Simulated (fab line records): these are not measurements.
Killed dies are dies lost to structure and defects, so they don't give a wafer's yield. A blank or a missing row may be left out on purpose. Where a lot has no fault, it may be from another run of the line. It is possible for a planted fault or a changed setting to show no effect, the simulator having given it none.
Chamber matching || flow n5Finfet || N5_BEOL_M0_CUTY_ETCH_63 on rieDiel-02 has 4 sister chambers
The step etches SOC in N2/H2, target depth 82.7 nm, overetch 16.5 nm, time 124 s. 8 wafers are shown with their chamber, then 8 later ones without.

== WAFERS WITH THEIR CHAMBER ==
{"wafer": "L078.1", "chamber": 1, "throttleValvePct (%)": 17.44, "oesProductAu (a.u.)": 0.68}
{"wafer": "L078.4", "chamber": 0, "throttleValvePct (%)": 17.79, "oesProductAu (a.u.)": 0.79}
{"wafer": "L080.4", "chamber": 0, "throttleValvePct (%)": 17.78, "oesProductAu (a.u.)": 0.77}
{"wafer": "L083.3", "chamber": 1, "throttleValvePct (%)": 17.46, "oesProductAu (a.u.)": 0.66}
{"wafer": "L085.1", "chamber": 3, "throttleValvePct (%)": 17.86, "oesProductAu (a.u.)": 0.59}
{"wafer": "L085.2", "chamber": 2, "throttleValvePct (%)": 17.32, "oesProductAu (a.u.)": 0.74}
{"wafer": "L085.6", "chamber": 2, "throttleValvePct (%)": 17.35, "oesProductAu (a.u.)": 0.73}
{"wafer": "L086.3", "chamber": 3, "throttleValvePct (%)": 17.86, "oesProductAu (a.u.)": 0.58}

== WAFERS WITH NO CHAMBER GIVEN ==
{"wafer": "L086.4", "throttleValvePct (%)": 17.49, "oesProductAu (a.u.)": 0.66}
{"wafer": "L086.5", "throttleValvePct (%)": 17.87, "oesProductAu (a.u.)": 0.59}
{"wafer": "L094.2", "throttleValvePct (%)": 17.85, "oesProductAu (a.u.)": 0.71}
{"wafer": "L094.3", "throttleValvePct (%)": 17.90, "oesProductAu (a.u.)": 0.58}
{"wafer": "L094.4", "throttleValvePct (%)": 17.35, "oesProductAu (a.u.)": 0.70}
{"wafer": "L096.1", "throttleValvePct (%)": 17.86, "oesProductAu (a.u.)": 0.70}
{"wafer": "L096.3", "throttleValvePct (%)": 17.38, "oesProductAu (a.u.)": 0.68}
{"wafer": "L096.5", "throttleValvePct (%)": 17.37, "oesProductAu (a.u.)": 0.69}

== EACH ONE'S CHAMBER ==
{"wafer": "L086.4", "from the rows above": 1, "in truth": 1}
{"wafer": "L086.5", "from the rows above": 3, "in truth": 3}
{"wafer": "L094.2", "from the rows above": 0, "in truth": 0}
{"wafer": "L094.3", "from the rows above": 3, "in truth": 3}
{"wafer": "L094.4", "from the rows above": 2, "in truth": 2}
{"wafer": "L096.1", "from the rows above": "can't be placed: 0 or 3", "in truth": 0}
{"wafer": "L096.3", "from the rows above": "can't be placed: 1 or 2", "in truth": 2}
{"wafer": "L096.5", "from the rows above": "can't be placed: 2 or 1", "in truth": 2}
5 of 8 placed correctly. Cannot be placed on the basis of these rows: 3; the candidates contain the true chamber in 3. Wrongly placed: 0.
How it was worked out, from the rows above alone: a wafer's distance from a chamber is the root of the sum, over the readings, of the square of ((its reading less the chamber's mean) divided by the reading's scatter). The wafer belongs to the nearest chamber; if the next one is less than 2 further off, it can't be placed. Each chamber's mean is taken over the wafers shown for it. The scatter is the square root of a quotient: the sum, over the shown wafers, of each reading's squared deviation from its chamber's mean, divided by wafers minus chambers.
